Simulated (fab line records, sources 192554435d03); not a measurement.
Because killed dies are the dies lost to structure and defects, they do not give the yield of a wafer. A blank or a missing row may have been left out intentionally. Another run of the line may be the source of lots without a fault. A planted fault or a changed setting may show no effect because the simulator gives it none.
Chamber matching + flow n5_finfet + N5_BEOL_M0_SAQP_HM_OPEN_112 on rie_diel-03: 4 sister chambers
The step chemistry CHF3/O2, target SiO2, stops on a-Si, target depth 12 nm, time 13.5 s. 14 wafers are shown with their chamber, then 7 later ones without.

EACH WAFER AND ITS CHAMBER
| wafer  | chamber | drypump_motor_current_A (A) | throttle_valve_pct (%) | showerhead_plenum_p_Torr (Torr) |
|--------|---------|-----------------------------|------------------------|---------------------------------|
| L074.1 | 2       | 5.4                         | 19.03                  | 2.54                            |
| L074.2 | 3       | 4.8                         | 18.95                  | 2.36                            |
| L074.6 | 3       | 4.7                         | 18.96                  | 2.36                            |
| L075.1 | 3       | 4.7                         | 18.97                  | 2.36                            |
| L075.4 | 0       | 5.2                         | 19.10                  | 2.29                            |
| L075.5 | 3       | 4.7                         | 18.96                  | 2.36                            |
| L092.2 | 2       | 5.4                         | 19.09                  | 2.53                            |
| L092.3 | 1       | 5.9                         | 18.75                  | 2.45                            |
| L092.5 | 2       | 5.4                         | 19.09                  | 2.53                            |
| L095.3 | 3       | 4.8                         | 19.03                  | 2.34                            |
| L095.4 | 1       | 6.0                         | 18.77                  | 2.44                            |
| L095.5 | 2       | 5.4                         | 19.13                  | 2.52                            |
| L096.3 | 0       | 5.2                         | 18.75                  | 2.57                            |
| L096.4 | 3       | 4.8                         | 19.05                  | 2.34                            |

SIGNATURES (averages over the wafers above)
| reading                  | chamber 0 | chamber 1 | chamber 2 | chamber 3 | scatter within a chamber |
|--------------------------|-----------|-----------|-----------|-----------|--------------------------|
| drypump_motor_current_A  | 5.200     | 5.950     | 5.400     | 4.750     | 0.0447                   |
| throttle_valve_pct       | 18.9250   | 18.7600   | 19.0850   | 18.9867   | 0.0869                   |
| showerhead_plenum_p_Torr | 2.4300    | 2.4450    | 2.5300    | 2.3533    | 0.0632                   |
Rule: distance of a wafer from a chamber = root of the sum over the readings of ((wafer's reading minus chamber's mean) / reading's scatter) squared. The wafer belongs to the nearest chamber; if the next one is less than 2 further off, it can't be placed. The scatter: take each reading less its chamber's mean, square it, sum over the shown wafers, divide by the number of wafers less the number of chambers, and take the root.

WAFERS WITHOUT THEIR CHAMBER
| wafer  | drypump_motor_current_A (A) | throttle_valve_pct (%) | showerhead_plenum_p_Torr (Torr) |
|--------|-----------------------------|------------------------|---------------------------------|
| L096.5 | 5.4                         | 19.13                  | 2.52                            |
| L097.1 | 5.4                         | 19.13                  | 2.52                            |
| L097.2 | 5.2                         | 18.76                  | 2.57                            |
| L097.3 | 4.7                         | 19.03                  | 2.34                            |
| L097.4 | 5.9                         | 18.79                  | 2.44                            |
| L097.5 | 4.7                         | 19.04                  | 2.34                            |
| L097.6 | 5.4                         | 19.13                  | 2.52                            |

THE CHAMBER EACH PASSED THROUGH
| wafer  | from the rows above | in truth |
|--------|---------------------|----------|
| L096.5 | 2                   | 2        |
| L097.1 | 2                   | 2        |
| L097.2 | 0                   | 0        |
| L097.3 | 3                   | 3        |
| L097.4 | 1                   | 1        |
| L097.5 | 3                   | 3        |
| L097.6 | 2                   | 2        |
Correct placement for 7 of the 7. Not placeable from these rows: 0. Number placed wrongly: 0.
